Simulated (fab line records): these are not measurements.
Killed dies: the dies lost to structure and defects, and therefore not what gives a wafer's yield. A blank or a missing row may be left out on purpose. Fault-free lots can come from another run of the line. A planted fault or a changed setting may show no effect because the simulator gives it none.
A struck lot beside a sound one | flow n5 finfet | 19 steps out of a route of 1938
Sound: these wafers, L800.1, L800.2, L800.5. Wafers struck: L808.1, L808.3, L808.4. The cause comes at the end.
Each step with rows lists, per side, the tool, then ch with its chambers, then its first start. Under that, the readings that differ: sound wafers | struck wafers | difference of the means | sigmas: that difference in standard deviations of wafers without a fault.
alike: readings with means less than 2 such deviations apart, plus words and numbers identical on both sides. not compared: withheld readings, readings lacking a value on some wafer, bounds such as >300 that could conceal the same value, and numbers that have no deviation in the record and whose values overlap.
The two part at a step that has a row with sigmas, a row that says differs or no value, or rows on one side only. When numbers do not overlap yet have no deviation, they are printed without sigmas and do not part them. Lack of a reading on every wafer of one side parts them only where that side has two or more wafers.

first, 8 steps without rows for these wafers: N5_BEOL_M1_COAT_68 (time 60 s, resist thk 12 nm); N5_BEOL_M1_COAT_76 (time 60 s, resist thk 5 nm); N5_BEOL_M1_COAT_22 (resist thk 30 nm); N5_BEOL_M1_EBR_24; N5_BEOL_M1_SOFTBAKE_23 (time 60 s); N5_BEOL_M1_EXPOSE_25 (exposes mask V0, defocus 5 nm, target cd 24 nm); N5_BEOL_M1_PEB_26 (peb time 60 s); N5_BEOL_M1_DEVELOP_27 (develop time 30 s).
N5_BEOL_M1_CD_MEAS_28: target cd y 23.3 nm.
  sound on cd sem-02 ch 0, day 7 09:58; struck on cd sem-02 ch 0, day 9 12:34
  alike: cd nm
N5_BEOL_M1_OVL_MEAS_29:
  sound on overlay-02 ch 0, day 7 09:59; struck on overlay-02 ch 0, day 9 12:36
  alike: V0_OVL
N5_BEOL_M1_INSPECT_30: inspects for defects (brightfield).
  struck on defect inspect-01, day 9 12:39; sound on defect inspect-02, day 7 10:02
  alike: raw defect count
N5_BEOL_M1_DESCUM_33: chemistry O2, time 7 s.
  sound on rie diel-01 ch 0,2,3, day 7 10:05; struck on rie diel-01 ch 1,2,3, day 9 12:41
  alike: drypump motor current A, oes product au, rf vpp V, showerhead plenum p Torr, throttle valve pct
  not compared: rf hours counter h
N5_BEOL_M1_ETCH_77: etches underlayer in N2/H2, target depth 6.5 nm, time 5.2 s.
  sound on rie diel-01 ch 0,2,3, day 7 10:07; struck on rie diel-01 ch 1,2,3, day 9 12:43
  no value came back on the struck wafers for any of 8 readings (bias w (W), chamber pressure mTorr (mTorr) and others); on the sound wafers bias w (W) reads 149.5 149.6 150.0
  reading                                      | sound          | struck       | difference | sigmas
  model.CAR-EUV_of_BEOL_M1_COAT_22.thk nm (nm) | 20.2 20.2 20.2 | 26.2 26 26.2 | +5.9       |
  not compared: rf hours counter h
N5_BEOL_M1_ETCH_69: etches SiARC in CF4, target depth 15.6 nm, time 26 s.
  sound on rie diel-01 ch 0,2,3, day 7 10:08; struck on rie diel-01 ch 1,2,3, day 9 12:44
  alike: bias w, cf4 flow sccm, drypump motor current A, etch rf on time s, oes product au, rf vpp V, showerhead plenum p Torr, throttle valve pct
  not compared: rf hours counter h
N5_BEOL_M1_ALD_98: deposits SiO2, target thk 2.5 nm, pulse time 1 s, co reactant pulse time 1 s.
  sound on ald sin-02 ch 0,1,2, day 7 10:56; struck on ald sin-02 ch 0,1,3, day 9 12:49
  alike: heater power w, precursor pulse height rel
N5_BEOL_M1_ETCHBACK_99: etches SiO2 in CHF3, target depth 5 nm, time 10.4 s.
  sound on rie diel-01 ch 1,2, day 7 12:09; struck on rie diel-02 ch 1,2,3, day 9 15:43
  reading                                      | sound          | struck         | difference | sigmas
  rf vpp V (V)                                 | 240 243 242    | 232 234 237    | -7         | -2
  model.CAR-EUV_of_BEOL_M1_COAT_22.thk nm (nm) | 10.4 10.4 10.4 | 16.2 16.2 16.4 | +5.9       |
  alike: drypump motor current A, oes product au, showerhead plenum p Torr, throttle valve pct
  not compared: rf hours counter h
N5_BEOL_M1_ETCH_70: etches SOC in N2/H2, target depth 80 nm, overetch 16 nm, time 120 s.
  sound on rie diel-01 ch 1,2, day 7 12:11; struck on rie diel-02 ch 1,2,3, day 9 15:46
  alike: bias w, chamber pressure mTorr, drypump motor current A, oes product au, rf vpp V, showerhead plenum p Torr, throttle valve pct
  not compared: rf hours counter h
N5_BEOL_M4_RC_MEAS_101:
  sound on prober-01 ch 0, day 9 09:56; struck on prober-02 ch 0, day 11 07:26
  alike: DIBL_N, DIBL_P, IOFF_N, IOFF_P, ION_N, ION_P, SS_N, SS_P, VT_N, VT_P
N5_PASSIVATION_PROBE_49:
  the record holds rows for the sound wafers here (prober-01, day 13 15:11) but none for the struck ones

== WHERE THEY PART ==
Earliest at N5_BEOL_M1_ETCH_77; latest, in this record, at N5_PASSIVATION_PROBE_49.

WHY: whatever the simulator had introduced
Step skipped in full: rie diel-01, at N5_BEOL_M1_ETCH_77, from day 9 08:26 onward. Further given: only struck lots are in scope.
